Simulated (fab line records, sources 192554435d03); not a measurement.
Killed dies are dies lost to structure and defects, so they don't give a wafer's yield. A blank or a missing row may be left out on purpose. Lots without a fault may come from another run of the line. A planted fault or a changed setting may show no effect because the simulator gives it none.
Chamber matching | flow n5_finfet | N5_BEOL_M11_CMP_52 on cmp-02: 4 sister chambers
The step polishes, stops on SiCOH lowk, t overpolish 7 s, target thk 140 nm. 4 wafers are shown with their chamber, then 11 later ones without.

WAFERS WITH THEIR CHAMBER
wafer  | chamber | motor_current_A (A)
L087.5 | 1       | 6.5
L089.2 | 3       | 5.4
L089.3 | 0       | 5.0
L090.1 | 2       | 5.2

WAFERS WITHOUT THEIR CHAMBER
wafer  | motor_current_A (A)
L090.3 | 6.1
L090.6 | 5.5
L092.2 | 5.2
L092.3 | 5.0
L092.6 | 4.9
L094.3 | 5.3
L094.5 | 5.5
L094.6 | 5.1
L096.3 | 5.2
L096.4 | 6.3
L096.5 | 5.6

WHICH CHAMBER EACH WENT THROUGH
wafer  | from the rows above          | in truth
L090.3 | can't be placed: 1 or 3      | 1
L090.6 | can't be placed: 3 or 2      | 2
L092.2 | can't be placed: 2 or 0 or 3 | 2
L092.3 | can't be placed: 0 or 2      | 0
L092.6 | can't be placed: 0 or 2      | 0
L094.3 | can't be placed: 2 or 3 or 0 | 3
L094.5 | can't be placed: 3 or 2      | 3
L094.6 | can't be placed: 0 or 2 or 3 | 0
L096.3 | can't be placed: 2 or 0 or 3 | 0
L096.4 | 1                            | 1
L096.5 | can't be placed: 3 or 2      | 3
Placed correctly: 1 of 11. Can't be placed from these rows: 10 (the true chamber is among the candidates in 10). Placed wrongly: 0.
How it was worked out, from the rows above alone: a wafer's distance from a chamber is the root of the sum, over the readings, of the square of ((its reading less the chamber's mean) divided by the reading's scatter). The wafer belongs to the nearest chamber; if the next one is less than 2 further off, it can't be placed. A chamber's mean is the mean of its shown wafers. The scatter: with one shown wafer a chamber, the root of the mean of the squares of how far each hidden wafer lies from its nearest shown one.
